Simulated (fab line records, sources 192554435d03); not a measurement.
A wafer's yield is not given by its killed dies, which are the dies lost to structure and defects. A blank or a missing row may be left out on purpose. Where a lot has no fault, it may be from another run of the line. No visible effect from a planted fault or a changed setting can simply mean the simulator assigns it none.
Which tool was responsible? || flow n5 finfet || 72 wafers from 24 lots sampled at 5 of the route's 1938 steps

## WHAT EACH GAUGE READ, for each wafer
N5_BEOL_M8_OVL_MEAS_12. Usual: M8_OVL gives -0.4 nm (standard deviation 0.74).
{"lot": "L074", "measured": "day 12 12:46", "on": "overlay-01", "M8_OVL (nm)": "-0.2 0.8 0.0", "flag": ""}
{"lot": "L077", "measured": "day 13 04:58", "on": "overlay-01", "M8_OVL (nm)": "-0.7 -0.5 0.4", "flag": ""}
{"lot": "L075", "measured": "day 13 13:08", "on": "overlay-01", "M8_OVL (nm)": "-0.4 -0.9 -1.2", "flag": ""}
{"lot": "L076", "measured": "day 13 16:11", "on": "overlay-01", "M8_OVL (nm)": "0.4 0.4 0.2", "flag": ""}
{"lot": "L080", "measured": "day 13 20:38", "on": "overlay-01", "M8_OVL (nm)": "0.7 0.3 -0.3", "flag": ""}
{"lot": "L078", "measured": "day 14 01:34", "on": "overlay-01", "M8_OVL (nm)": "-1.0 -0.1 0.0", "flag": ""}
{"lot": "L082", "measured": "day 14 05:25", "on": "overlay-01", "M8_OVL (nm)": "0.3 0.0 0.3", "flag": ""}
{"lot": "L079", "measured": "day 14 09:12", "on": "overlay-01", "M8_OVL (nm)": "-0.2 -0.6 1.8", "flag": ""}
{"lot": "L086", "measured": "day 14 23:49", "on": "overlay-02", "M8_OVL (nm)": "-1.4 -1.0 -1.0", "flag": ""}
{"lot": "L081", "measured": "day 15 08:16", "on": "overlay-02", "M8_OVL (nm)": "-1.2 -0.3 -0.7", "flag": ""}
{"lot": "L084", "measured": "day 15 16:06", "on": "overlay-01", "M8_OVL (nm)": "-0.8 -0.1 -0.4", "flag": ""}
{"lot": "L083", "measured": "day 15 18:11", "on": "overlay-01", "M8_OVL (nm)": "0.5 -0.8 0.2", "flag": ""}
{"lot": "L085", "measured": "day 16 09:12", "on": "overlay-02", "M8_OVL (nm)": "0.1 -1.0 0.0", "flag": ""}
{"lot": "L090", "measured": "day 16 17:48", "on": "overlay-02", "M8_OVL (nm)": "0.1 0.6 0.6", "flag": ""}
{"lot": "L089", "measured": "day 17 05:13", "on": "overlay-02", "M8_OVL (nm)": "-1.9 -1.6 -2.4", "flag": ""}
{"lot": "L088", "measured": "day 17 05:29", "on": "overlay-02", "M8_OVL (nm)": "0.1 0.3 -0.5", "flag": ""}
{"lot": "L087", "measured": "day 17 08:39", "on": "overlay-02", "M8_OVL (nm)": "-1.1 -0.4 -0.4", "flag": ""}
{"lot": "L091", "measured": "day 17 12:01", "on": "overlay-02", "M8_OVL (nm)": "-0.7 -1.3 -0.6", "flag": ""}
{"lot": "L092", "measured": "day 17 12:11", "on": "overlay-02", "M8_OVL (nm)": "-0.4 -0.4 -1.2", "flag": ""}
{"lot": "L094", "measured": "day 17 16:23", "on": "overlay-02", "M8_OVL (nm)": "-0.6 -1.6 -1.2", "flag": ""}
{"lot": "L096", "measured": "day 17 16:51", "on": "overlay-02", "M8_OVL (nm)": "-0.6 -0.2 -0.3", "flag": ""}
{"lot": "L093", "measured": "day 18 15:14", "on": "overlay-02", "M8_OVL (nm)": "-0.1 -1.8 -0.4", "flag": ""}
{"lot": "L095", "measured": "day 18 15:45", "on": "overlay-02", "M8_OVL (nm)": "0.7 0.6 1.1", "flag": ""}
{"lot": "L097", "measured": "day 19 01:56", "on": "overlay-02", "M8_OVL (nm)": "-1.3 -0.7 0.1", "flag": ""}

N5_BEOL_M8_OVL_MEAS_29. Usual: V7_OVL gives 0.2 nm (standard deviation 0.78).
{"lot": "L074", "measured": "day 12 14:55", "on": "overlay-02", "V7_OVL (nm)": "-0.7 -0.3 0.4", "flag": ""}
{"lot": "L077", "measured": "day 13 06:00", "on": "overlay-01", "V7_OVL (nm)": "0.6 1.7 0.4", "flag": ""}
{"lot": "L075", "measured": "day 13 15:21", "on": "overlay-01", "V7_OVL (nm)": "1.1 -0.3 0.7", "flag": ""}
{"lot": "L076", "measured": "day 13 19:01", "on": "overlay-01", "V7_OVL (nm)": "1.4 0.9 0.6", "flag": ""}
{"lot": "L080", "measured": "day 14 00:21", "on": "overlay-01", "V7_OVL (nm)": "-0.8 -0.4 0.1", "flag": ""}
{"lot": "L078", "measured": "day 14 04:02", "on": "overlay-01", "V7_OVL (nm)": "0.2 1.1 1.4", "flag": ""}
{"lot": "L082", "measured": "day 14 09:25", "on": "overlay-01", "V7_OVL (nm)": "1.0 1.3 1.5", "flag": ""}
{"lot": "L079", "measured": "day 14 12:59", "on": "overlay-02", "V7_OVL (nm)": "-1.1 -1.7 -1.1", "flag": ""}
{"lot": "L086", "measured": "day 15 00:54", "on": "overlay-02", "V7_OVL (nm)": "-0.3 -0.1 -0.2", "flag": ""}
{"lot": "L081", "measured": "day 15 09:53", "on": "overlay-02", "V7_OVL (nm)": "1.3 0.0 1.0", "flag": ""}
{"lot": "L084", "measured": "day 15 17:14", "on": "overlay-01", "V7_OVL (nm)": "0.2 0.9 0.1", "flag": ""}
{"lot": "L083", "measured": "day 15 19:23", "on": "overlay-02", "V7_OVL (nm)": "-0.4 1.0 -0.6", "flag": ""}
{"lot": "L085", "measured": "day 16 12:52", "on": "overlay-01", "V7_OVL (nm)": "0.2 1.3 0.4", "flag": ""}
{"lot": "L090", "measured": "day 16 20:16", "on": "overlay-01", "V7_OVL (nm)": "-0.9 0.2 0.6", "flag": ""}
{"lot": "L089", "measured": "day 17 07:46", "on": "overlay-02", "V7_OVL (nm)": "-0.6 -0.2 0.8", "flag": ""}
{"lot": "L088", "measured": "day 17 07:41", "on": "overlay-02", "V7_OVL (nm)": "0.9 1.1 0.1", "flag": ""}
{"lot": "L087", "measured": "day 17 10:40", "on": "overlay-01", "V7_OVL (nm)": "0.8 0.7 -0.2", "flag": ""}
{"lot": "L091", "measured": "day 17 15:54", "on": "overlay-01", "V7_OVL (nm)": "0.6 0.8 1.6", "flag": ""}
{"lot": "L092", "measured": "day 17 16:13", "on": "overlay-02", "V7_OVL (nm)": "-0.3 0.2 0.3", "flag": ""}
{"lot": "L094", "measured": "day 17 18:58", "on": "overlay-01", "V7_OVL (nm)": "-1.3 0.3 -1.1", "flag": ""}
{"lot": "L096", "measured": "day 17 19:22", "on": "overlay-01", "V7_OVL (nm)": "0.9 0.4 0.5", "flag": ""}
{"lot": "L093", "measured": "day 18 16:38", "on": "overlay-02", "V7_OVL (nm)": "-0.2 0.1 0.7", "flag": ""}
{"lot": "L095", "measured": "day 18 16:59", "on": "overlay-02", "V7_OVL (nm)": "-1.5 -0.8 -0.9", "flag": ""}
{"lot": "L097", "measured": "day 19 03:02", "on": "overlay-02", "V7_OVL (nm)": "0.8 -0.6 0.2", "flag": ""}

## WHICH TOOL RAN EACH LOT (tool, then ch and the chambers of the sampled wafers, then the start)
{"lot": "L074", "N5_BEOL_M7_ANNEAL_51": "rtp anneal-02 ch 0, day 12 09:40", "N5_BEOL_M8_STRIP_67": "rie diel-03 ch 1,2,3, day 12 13:15", "N5_BEOL_M8_STRIP_19": "rie diel-03 ch 0,1,3, day 12 13:25"}
{"lot": "L077", "N5_BEOL_M7_ANNEAL_51": "rtp anneal-01 ch 0, day 13 01:33", "N5_BEOL_M8_STRIP_67": "rie diel-01 ch 0,1,3, day 13 05:23", "N5_BEOL_M8_STRIP_19": "rie diel-01 ch 1,3, day 13 05:32"}
{"lot": "L075", "N5_BEOL_M7_ANNEAL_51": "rtp anneal-01 ch 0, day 13 11:16", "N5_BEOL_M8_STRIP_67": "rie diel-03 ch 0,2,3, day 13 13:35", "N5_BEOL_M8_STRIP_19": "rie diel-03 ch 1,2,3, day 13 13:46"}
{"lot": "L076", "N5_BEOL_M7_ANNEAL_51": "rtp anneal-01 ch 0, day 13 12:30", "N5_BEOL_M8_STRIP_67": "rie diel-01 ch 2,3, day 13 16:29", "N5_BEOL_M8_STRIP_19": "rie diel-01 ch 0,3, day 13 16:40"}
{"lot": "L080", "N5_BEOL_M7_ANNEAL_51": "rtp anneal-01 ch 0, day 13 18:01", "N5_BEOL_M8_STRIP_67": "rie diel-03 ch 2,3, day 13 20:56", "N5_BEOL_M8_STRIP_19": "rie diel-01 ch 1,2, day 13 21:10"}
{"lot": "L078", "N5_BEOL_M7_ANNEAL_51": "rtp anneal-02 ch 0, day 13 21:08", "N5_BEOL_M8_STRIP_67": "rie diel-01 ch 2,3, day 14 01:52", "N5_BEOL_M8_STRIP_19": "rie diel-04 ch 0,2,3, day 14 02:01"}
{"lot": "L082", "N5_BEOL_M7_ANNEAL_51": "rtp anneal-02 ch 0, day 14 02:36", "N5_BEOL_M8_STRIP_67": "rie diel-04 ch 0,1, day 14 06:05", "N5_BEOL_M8_STRIP_19": "rie diel-01 ch 0,1,3, day 14 06:14"}
{"lot": "L079", "N5_BEOL_M7_ANNEAL_51": "rtp anneal-02 ch 0, day 14 06:36", "N5_BEOL_M8_STRIP_67": "rie diel-01 ch 0,2,3, day 14 09:29", "N5_BEOL_M8_STRIP_19": "rie diel-04 ch 2,3, day 14 09:49"}
{"lot": "L086", "N5_BEOL_M7_ANNEAL_51": "rtp anneal-02 ch 0, day 14 16:50", "N5_BEOL_M8_STRIP_67": "rie diel-03 ch 1,3, day 15 00:06", "N5_BEOL_M8_STRIP_19": "rie diel-04 ch 1,3, day 15 00:15"}
{"lot": "L081", "N5_BEOL_M7_ANNEAL_51": "rtp anneal-01 ch 0, day 15 03:22", "N5_BEOL_M8_STRIP_67": "rie diel-01 ch 2,3, day 15 08:36", "N5_BEOL_M8_STRIP_19": "rie diel-01 ch 0,1, day 15 08:52"}
{"lot": "L084", "N5_BEOL_M7_ANNEAL_51": "rtp anneal-01 ch 0, day 15 05:19", "N5_BEOL_M8_STRIP_67": "rie diel-03 ch 0,1,2, day 15 16:32", "N5_BEOL_M8_STRIP_19": "rie diel-01 ch 0,1, day 15 16:41"}
{"lot": "L083", "N5_BEOL_M7_ANNEAL_51": "rtp anneal-02 ch 0, day 15 05:34", "N5_BEOL_M8_STRIP_67": "rie diel-01 ch 1,2,3, day 15 18:32", "N5_BEOL_M8_STRIP_19": "rie diel-01 ch 0,1, day 15 18:56"}
{"lot": "L085", "N5_BEOL_M7_ANNEAL_51": "rtp anneal-01 ch 0, day 16 01:31", "N5_BEOL_M8_STRIP_67": "rie diel-01 ch 1,2,3, day 16 09:30", "N5_BEOL_M8_STRIP_19": "rie diel-03 ch 0,1,2, day 16 09:39"}
{"lot": "L090", "N5_BEOL_M7_ANNEAL_51": "rtp anneal-01 ch 0, day 16 14:02", "N5_BEOL_M8_STRIP_67": "rie diel-01 ch 0,3, day 16 18:19", "N5_BEOL_M8_STRIP_19": "rie diel-01 ch 0,2,3, day 16 18:28"}
{"lot": "L089", "N5_BEOL_M7_ANNEAL_51": "rtp anneal-01 ch 0, day 17 00:28", "N5_BEOL_M8_STRIP_67": "rie diel-04 ch 1,2,3, day 17 05:31", "N5_BEOL_M8_STRIP_19": "rie diel-01 ch 1,2,3, day 17 05:40"}
{"lot": "L088", "N5_BEOL_M7_ANNEAL_51": "rtp anneal-01 ch 0, day 17 02:07", "N5_BEOL_M8_STRIP_67": "rie diel-04 ch 0,2,3, day 17 05:47", "N5_BEOL_M8_STRIP_19": "rie diel-04 ch 1,2, day 17 05:56"}
{"lot": "L087", "N5_BEOL_M7_ANNEAL_51": "rtp anneal-02 ch 0, day 17 04:31", "N5_BEOL_M8_STRIP_67": "rie diel-01 ch 0,1, day 17 08:56", "N5_BEOL_M8_STRIP_19": "rie diel-03 ch 0,3, day 17 09:11"}
{"lot": "L091", "N5_BEOL_M7_ANNEAL_51": "rtp anneal-01 ch 0, day 17 09:02", "N5_BEOL_M8_STRIP_67": "rie diel-01 ch 1,2, day 17 12:20", "N5_BEOL_M8_STRIP_19": "rie diel-04 ch 0,2,3, day 17 12:34"}
{"lot": "L092", "N5_BEOL_M7_ANNEAL_51": "rtp anneal-02 ch 0, day 17 09:05", "N5_BEOL_M8_STRIP_67": "rie diel-01 ch 2,3, day 17 12:35", "N5_BEOL_M8_STRIP_19": "rie diel-01 ch 1,2,3, day 17 12:44"}
{"lot": "L094", "N5_BEOL_M7_ANNEAL_51": "rtp anneal-01 ch 0, day 17 12:01", "N5_BEOL_M8_STRIP_67": "rie diel-03 ch 0,1,3, day 17 17:10", "N5_BEOL_M8_STRIP_19": "rie diel-01 ch 0,1,3, day 17 17:22"}
{"lot": "L096", "N5_BEOL_M7_ANNEAL_51": "rtp anneal-02 ch 0, day 17 13:35", "N5_BEOL_M8_STRIP_67": "rie diel-03 ch 0,3, day 17 17:29", "N5_BEOL_M8_STRIP_19": "rie diel-03 ch 0,1, day 17 17:38"}
{"lot": "L093", "N5_BEOL_M7_ANNEAL_51": "rtp anneal-01 ch 0, day 18 09:36", "N5_BEOL_M8_STRIP_67": "rie diel-04 ch 0,2, day 18 15:59", "N5_BEOL_M8_STRIP_19": "rie diel-03 ch 0,3, day 18 16:14"}
{"lot": "L095", "N5_BEOL_M7_ANNEAL_51": "rtp anneal-02 ch 0, day 18 10:28", "N5_BEOL_M8_STRIP_67": "rie diel-01 ch 2,3, day 18 16:21", "N5_BEOL_M8_STRIP_19": "rie diel-03 ch 0,2,3, day 18 16:34"}
{"lot": "L097", "N5_BEOL_M7_ANNEAL_51": "rtp anneal-02 ch 0, day 18 22:32", "N5_BEOL_M8_STRIP_67": "rie diel-04 ch 0,1,3, day 19 02:14", "N5_BEOL_M8_STRIP_19": "rie diel-04 ch 1,2,3, day 19 02:24"}
- N5_BEOL_M7_ANNEAL_51: time 90 s.
- N5_BEOL_M8_STRIP_67: strips in CF4.
- N5_BEOL_M8_STRIP_19: strips in O2.

## WHAT THE TOOLS THEMSELVES READ (means of the sampled wafers that have a number; where no wafer has one, the mark that the record gives instead)
N5_BEOL_M7_ANNEAL_51. Usual: wafer_temp_C_max 226.11, standard deviation 0.28.
{"lot": "L074", "tool": "rtp anneal-02", "wafer_temp_C_max": 226.03, "flag": ""}
{"lot": "L077", "tool": "rtp anneal-01", "wafer_temp_C_max": 226.12, "flag": ""}
{"lot": "L075", "tool": "rtp anneal-01", "wafer_temp_C_max": 226.25, "flag": ""}
{"lot": "L076", "tool": "rtp anneal-01", "wafer_temp_C_max": 226.45, "flag": ""}
{"lot": "L080", "tool": "rtp anneal-01", "wafer_temp_C_max": 226.40, "flag": ""}
{"lot": "L078", "tool": "rtp anneal-02", "wafer_temp_C_max": 225.84, "flag": ""}
{"lot": "L082", "tool": "rtp anneal-02", "wafer_temp_C_max": 225.97, "flag": ""}
{"lot": "L079", "tool": "rtp anneal-02", "wafer_temp_C_max": 225.95, "flag": ""}
{"lot": "L086", "tool": "rtp anneal-02", "wafer_temp_C_max": 225.93, "flag": ""}
{"lot": "L081", "tool": "rtp anneal-01", "wafer_temp_C_max": 226.43, "flag": ""}
{"lot": "L084", "tool": "rtp anneal-01", "wafer_temp_C_max": 226.05, "flag": ""}
{"lot": "L083", "tool": "rtp anneal-02", "wafer_temp_C_max": 225.82, "flag": ""}
{"lot": "L085", "tool": "rtp anneal-01", "wafer_temp_C_max": 226.04, "flag": ""}
{"lot": "L090", "tool": "rtp anneal-01", "wafer_temp_C_max": 226.14, "flag": ""}
{"lot": "L089", "tool": "rtp anneal-01", "wafer_temp_C_max": 226.33, "flag": ""}
{"lot": "L088", "tool": "rtp anneal-01", "wafer_temp_C_max": 226.19, "flag": ""}
{"lot": "L087", "tool": "rtp anneal-02", "wafer_temp_C_max": 226.25, "flag": ""}
{"lot": "L091", "tool": "rtp anneal-01", "wafer_temp_C_max": 225.94, "flag": ""}
{"lot": "L092", "tool": "rtp anneal-02", "wafer_temp_C_max": 225.86, "flag": ""}
{"lot": "L094", "tool": "rtp anneal-01", "wafer_temp_C_max": 226.10, "flag": ""}
{"lot": "L096", "tool": "rtp anneal-02", "wafer_temp_C_max": 225.94, "flag": ""}
{"lot": "L093", "tool": "rtp anneal-01", "wafer_temp_C_max": 226.00, "flag": ""}
{"lot": "L095", "tool": "rtp anneal-02", "wafer_temp_C_max": 225.86, "flag": ""}
{"lot": "L097", "tool": "rtp anneal-02", "wafer_temp_C_max": 225.81, "flag": ""}

N5_BEOL_M8_STRIP_67. Usual: drypump motor current A 5.70 A, standard deviation 0.18; oes product au 0.78 a.u., standard deviation 0.066; rf vpp V 270.6 V, standard deviation 1.4; showerhead plenum p Torr 1.77 Torr, standard deviation 0.05; throttle valve pct 13.65 %, standard deviation 0.26.
{"lot": "L074", "tool": "rie diel-03", "drypump motor current A (A)": 5.79, "oes product au (a.u.)": 0.75, "rf vpp V (V)": 272.5, "showerhead plenum p Torr (Torr)": 1.76, "throttle valve pct (%)": 13.66, "flag": ""}
{"lot": "L077", "tool": "rie diel-01", "drypump motor current A (A)": 5.72, "oes product au (a.u.)": 0.83, "rf vpp V (V)": 269.4, "showerhead plenum p Torr (Torr)": 1.80, "throttle valve pct (%)": 13.52, "flag": ""}
{"lot": "L075", "tool": "rie diel-03", "drypump motor current A (A)": 5.71, "oes product au (a.u.)": 0.72, "rf vpp V (V)": 271.1, "showerhead plenum p Torr (Torr)": 1.77, "throttle valve pct (%)": 13.71, "flag": ""}
{"lot": "L076", "tool": "rie diel-01", "drypump motor current A (A)": 5.69, "oes product au (a.u.)": 0.78, "rf vpp V (V)": 270.9, "showerhead plenum p Torr (Torr)": 1.77, "throttle valve pct (%)": 13.80, "flag": ""}
{"lot": "L080", "tool": "rie diel-03", "drypump motor current A (A)": 5.75, "oes product au (a.u.)": 0.75, "rf vpp V (V)": 270.4, "showerhead plenum p Torr (Torr)": 1.75, "throttle valve pct (%)": 13.64, "flag": ""}
{"lot": "L078", "tool": "rie diel-01", "drypump motor current A (A)": 5.70, "oes product au (a.u.)": 0.78, "rf vpp V (V)": 270.8, "showerhead plenum p Torr (Torr)": 1.77, "throttle valve pct (%)": 13.82, "flag": ""}
{"lot": "L082", "tool": "rie diel-04", "drypump motor current A (A)": 5.90, "oes product au (a.u.)": 0.86, "rf vpp V (V)": 270.0, "showerhead plenum p Torr (Torr)": 1.74, "throttle valve pct (%)": 13.43, "flag": ""}
{"lot": "L079", "tool": "rie diel-01", "drypump motor current A (A)": 5.73, "oes product au (a.u.)": 0.80, "rf vpp V (V)": 270.4, "showerhead plenum p Torr (Torr)": 1.76, "throttle valve pct (%)": 13.66, "flag": ""}
{"lot": "L086", "tool": "rie diel-03", "drypump motor current A (A)": 5.73, "oes product au (a.u.)": 0.75, "rf vpp V (V)": 269.6, "showerhead plenum p Torr (Torr)": 1.71, "throttle valve pct (%)": 13.71, "flag": ""}
{"lot": "L081", "tool": "rie diel-01", "drypump motor current A (A)": 5.70, "oes product au (a.u.)": 0.77, "rf vpp V (V)": 270.2, "showerhead plenum p Torr (Torr)": 1.77, "throttle valve pct (%)": 13.83, "flag": ""}
{"lot": "L084", "tool": "rie diel-03", "drypump motor current A (A)": 5.74, "oes product au (a.u.)": 0.79, "rf vpp V (V)": 271.0, "showerhead plenum p Torr (Torr)": 1.76, "throttle valve pct (%)": 13.60, "flag": ""}
{"lot": "L083", "tool": "rie diel-01", "drypump motor current A (A)": 5.69, "oes product au (a.u.)": 0.78, "rf vpp V (V)": 271.4, "showerhead plenum p Torr (Torr)": 1.81, "throttle valve pct (%)": 13.71, "flag": ""}
{"lot": "L085", "tool": "rie diel-01", "drypump motor current A (A)": 5.68, "oes product au (a.u.)": 0.78, "rf vpp V (V)": 271.6, "showerhead plenum p Torr (Torr)": 1.80, "throttle valve pct (%)": 13.72, "flag": ""}
{"lot": "L090", "tool": "rie diel-01", "drypump motor current A (A)": 5.83, "oes product au (a.u.)": 0.82, "rf vpp V (V)": 270.3, "showerhead plenum p Torr (Torr)": 1.76, "throttle valve pct (%)": 13.46, "flag": ""}
{"lot": "L089", "tool": "rie diel-04", "drypump motor current A (A)": 5.52, "oes product au (a.u.)": 0.81, "rf vpp V (V)": 271.0, "showerhead plenum p Torr (Torr)": 1.80, "throttle valve pct (%)": 13.61, "flag": ""}
{"lot": "L088", "tool": "rie diel-04", "drypump motor current A (A)": 5.50, "oes product au (a.u.)": 0.80, "rf vpp V (V)": 271.1, "showerhead plenum p Torr (Torr)": 1.80, "throttle valve pct (%)": 13.71, "flag": ""}
{"lot": "L087", "tool": "rie diel-01", "drypump motor current A (A)": 5.69, "oes product au (a.u.)": 0.76, "rf vpp V (V)": 268.9, "showerhead plenum p Torr (Torr)": 1.77, "throttle valve pct (%)": 13.71, "flag": ""}
{"lot": "L091", "tool": "rie diel-01", "drypump motor current A (A)": 5.60, "oes product au (a.u.)": 0.72, "rf vpp V (V)": 270.1, "showerhead plenum p Torr (Torr)": 1.80, "throttle valve pct (%)": 13.99, "flag": ""}
{"lot": "L092", "tool": "rie diel-01", "drypump motor current A (A)": 5.79, "oes product au (a.u.)": 0.80, "rf vpp V (V)": 270.0, "showerhead plenum p Torr (Torr)": 1.77, "throttle valve pct (%)": 13.62, "flag": ""}
{"lot": "L094", "tool": "rie diel-03", "drypump motor current A (A)": 5.66, "oes product au (a.u.)": 0.78, "rf vpp V (V)": 269.6, "showerhead plenum p Torr (Torr)": 1.72, "throttle valve pct (%)": 13.58, "flag": ""}
{"lot": "L096", "tool": "rie diel-03", "drypump motor current A (A)": 5.61, "oes product au (a.u.)": 0.79, "rf vpp V (V)": 269.9, "showerhead plenum p Torr (Torr)": 1.72, "throttle valve pct (%)": 13.53, "flag": ""}
{"lot": "L093", "tool": "rie diel-04", "drypump motor current A (A)": 5.56, "oes product au (a.u.)": 0.84, "rf vpp V (V)": 270.9, "showerhead plenum p Torr (Torr)": 1.79, "throttle valve pct (%)": 13.49, "flag": ""}
{"lot": "L095", "tool": "rie diel-01", "drypump motor current A (A)": 5.72, "oes product au (a.u.)": 0.74, "rf vpp V (V)": 270.2, "showerhead plenum p Torr (Torr)": 1.76, "throttle valve pct (%)": 13.90, "flag": ""}
{"lot": "L097", "tool": "rie diel-04", "drypump motor current A (A)": 5.65, "oes product au (a.u.)": 0.78, "rf vpp V (V)": 271.3, "showerhead plenum p Torr (Torr)": 1.77, "throttle valve pct (%)": 13.76, "flag": ""}

N5_BEOL_M8_STRIP_19. Usual: drypump motor current A 5.68 A, standard deviation 0.19; oes product au 0.79 a.u., standard deviation 0.076; rf vpp V 3.5 V, standard deviation 0.65; showerhead plenum p Torr 2.06 Torr, standard deviation 0.065; temp c 40.00 C, standard deviation 0.12; throttle valve pct 16.68 %, standard deviation 0.3.
{"lot": "L074", "tool": "rie diel-03", "drypump motor current A (A)": 5.64, "oes product au (a.u.)": 0.73, "rf vpp V (V)": 3.7, "showerhead plenum p Torr (Torr)": 2.02, "temp c (C)": 39.99, "throttle valve pct (%)": 16.75, "flag": ""}
{"lot": "L077", "tool": "rie diel-01", "drypump motor current A (A)": 5.65, "oes product au (a.u.)": 0.83, "rf vpp V (V)": 3.9, "showerhead plenum p Torr (Torr)": 2.12, "temp c (C)": 39.99, "throttle valve pct (%)": 16.45, "flag": ""}
{"lot": "L075", "tool": "rie diel-03", "drypump motor current A (A)": 5.78, "oes product au (a.u.)": 0.74, "rf vpp V (V)": 3.5, "showerhead plenum p Torr (Torr)": 2.04, "temp c (C)": 40.08, "throttle valve pct (%)": 16.72, "flag": ""}
{"lot": "L076", "tool": "rie diel-01", "drypump motor current A (A)": 5.82, "oes product au (a.u.)": 0.86, "rf vpp V (V)": 3.5, "showerhead plenum p Torr (Torr)": 2.02, "temp c (C)": 40.17, "throttle valve pct (%)": 16.31, "flag": ""}
{"lot": "L080", "tool": "rie diel-01", "drypump motor current A (A)": 5.61, "oes product au (a.u.)": 0.74, "rf vpp V (V)": 3.7, "showerhead plenum p Torr (Torr)": 2.10, "temp c (C)": 40.11, "throttle valve pct (%)": 16.96, "flag": ""}
{"lot": "L078", "tool": "rie diel-04", "drypump motor current A (A)": 5.50, "oes product au (a.u.)": 0.83, "rf vpp V (V)": 2.8, "showerhead plenum p Torr (Torr)": 2.13, "temp c (C)": 40.01, "throttle valve pct (%)": 16.82, "flag": ""}
{"lot": "L082", "tool": "rie diel-01", "drypump motor current A (A)": 5.72, "oes product au (a.u.)": 0.81, "rf vpp V (V)": 3.5, "showerhead plenum p Torr (Torr)": 2.06, "temp c (C)": 40.06, "throttle valve pct (%)": 16.48, "flag": ""}
{"lot": "L079", "tool": "rie diel-04", "drypump motor current A (A)": 5.29, "oes product au (a.u.)": 0.77, "rf vpp V (V)": 3.6, "showerhead plenum p Torr (Torr)": 2.16, "temp c (C)": 39.89, "throttle valve pct (%)": 16.93, "flag": ""}
{"lot": "L086", "tool": "rie diel-04", "drypump motor current A (A)": 5.47, "oes product au (a.u.)": 0.76, "rf vpp V (V)": 3.9, "showerhead plenum p Torr (Torr)": 2.13, "temp c (C)": 40.01, "throttle valve pct (%)": 16.96, "flag": ""}
{"lot": "L081", "tool": "rie diel-01", "drypump motor current A (A)": 5.65, "oes product au (a.u.)": 0.78, "rf vpp V (V)": 3.7, "showerhead plenum p Torr (Torr)": 2.05, "temp c (C)": 39.98, "throttle valve pct (%)": 16.65, "flag": ""}
{"lot": "L084", "tool": "rie diel-01", "drypump motor current A (A)": 5.68, "oes product au (a.u.)": 0.78, "rf vpp V (V)": 3.1, "showerhead plenum p Torr (Torr)": 2.05, "temp c (C)": 39.97, "throttle valve pct (%)": 16.65, "flag": ""}
{"lot": "L083", "tool": "rie diel-01", "drypump motor current A (A)": 5.67, "oes product au (a.u.)": 0.77, "rf vpp V (V)": 3.3, "showerhead plenum p Torr (Torr)": 2.05, "temp c (C)": 39.96, "throttle valve pct (%)": 16.65, "flag": ""}
{"lot": "L085", "tool": "rie diel-03", "drypump motor current A (A)": 5.75, "oes product au (a.u.)": 0.78, "rf vpp V (V)": 3.6, "showerhead plenum p Torr (Torr)": 2.07, "temp c (C)": 39.93, "throttle valve pct (%)": 16.75, "flag": ""}
{"lot": "L090", "tool": "rie diel-01", "drypump motor current A (A)": 5.75, "oes product au (a.u.)": 0.77, "rf vpp V (V)": 3.3, "showerhead plenum p Torr (Torr)": 2.03, "temp c (C)": 40.00, "throttle valve pct (%)": 16.66, "flag": ""}
{"lot": "L089", "tool": "rie diel-01", "drypump motor current A (A)": 5.69, "oes product au (a.u.)": 0.77, "rf vpp V (V)": 2.9, "showerhead plenum p Torr (Torr)": 2.08, "temp c (C)": 39.95, "throttle valve pct (%)": 16.69, "flag": ""}
{"lot": "L088", "tool": "rie diel-04", "drypump motor current A (A)": 5.72, "oes product au (a.u.)": 0.86, "rf vpp V (V)": 3.5, "showerhead plenum p Torr (Torr)": 2.07, "temp c (C)": 40.14, "throttle valve pct (%)": 16.54, "flag": ""}
{"lot": "L087", "tool": "rie diel-03", "drypump motor current A (A)": 5.62, "oes product au (a.u.)": 0.78, "rf vpp V (V)": 3.1, "showerhead plenum p Torr (Torr)": 1.99, "temp c (C)": 40.02, "throttle valve pct (%)": 16.51, "flag": ""}
{"lot": "L091", "tool": "rie diel-04", "drypump motor current A (A)": 5.51, "oes product au (a.u.)": 0.79, "rf vpp V (V)": 3.7, "showerhead plenum p Torr (Torr)": 2.12, "temp c (C)": 40.06, "throttle valve pct (%)": 16.87, "flag": ""}
{"lot": "L092", "tool": "rie diel-01", "drypump motor current A (A)": 5.68, "oes product au (a.u.)": 0.77, "rf vpp V (V)": 3.1, "showerhead plenum p Torr (Torr)": 2.08, "temp c (C)": 40.01, "throttle valve pct (%)": 16.69, "flag": ""}
{"lot": "L094", "tool": "rie diel-01", "drypump motor current A (A)": 5.69, "oes product au (a.u.)": 0.78, "rf vpp V (V)": 3.4, "showerhead plenum p Torr (Torr)": 2.06, "temp c (C)": 39.91, "throttle valve pct (%)": 16.54, "flag": ""}
{"lot": "L096", "tool": "rie diel-03", "drypump motor current A (A)": 5.60, "oes product au (a.u.)": 0.83, "rf vpp V (V)": 3.6, "showerhead plenum p Torr (Torr)": 2.04, "temp c (C)": 40.00, "throttle valve pct (%)": 16.62, "flag": ""}
{"lot": "L093", "tool": "rie diel-03", "drypump motor current A (A)": 5.56, "oes product au (a.u.)": 0.82, "rf vpp V (V)": 3.8, "showerhead plenum p Torr (Torr)": 2.02, "temp c (C)": 40.01, "throttle valve pct (%)": 16.50, "flag": ""}
{"lot": "L095", "tool": "rie diel-03", "drypump motor current A (A)": 5.71, "oes product au (a.u.)": 0.86, "rf vpp V (V)": 3.4, "showerhead plenum p Torr (Torr)": 2.05, "temp c (C)": 40.03, "throttle valve pct (%)": 16.47, "flag": ""}
{"lot": "L097", "tool": "rie diel-04", "drypump motor current A (A)": 5.50, "oes product au (a.u.)": 0.78, "rf vpp V (V)": 3.7, "showerhead plenum p Torr (Torr)": 2.11, "temp c (C)": 39.99, "throttle valve pct (%)": 16.77, "flag": ""}

## THE ANSWER, worked out from the rows above alone
Rule: a lot counts as off when the mean over its wafers that have a number is more than 3 standard deviations away from the usual mean. Also off: a lot with no number at a reading for which 4 or more lots have one. Where the step has rows for the other lots, those lots are counted as sound. First the gauges in route order, then the tools' own readings, where a lot's mean is used as printed above. The first step at which some lot is off is used, and at that step the reading that is off furthest; a lot without a number counts as furthest.
Across all readings shown, no lot is off: no conclusion can be drawn from this.

## WHAT WAS PUT IN BY THE SIMULATOR
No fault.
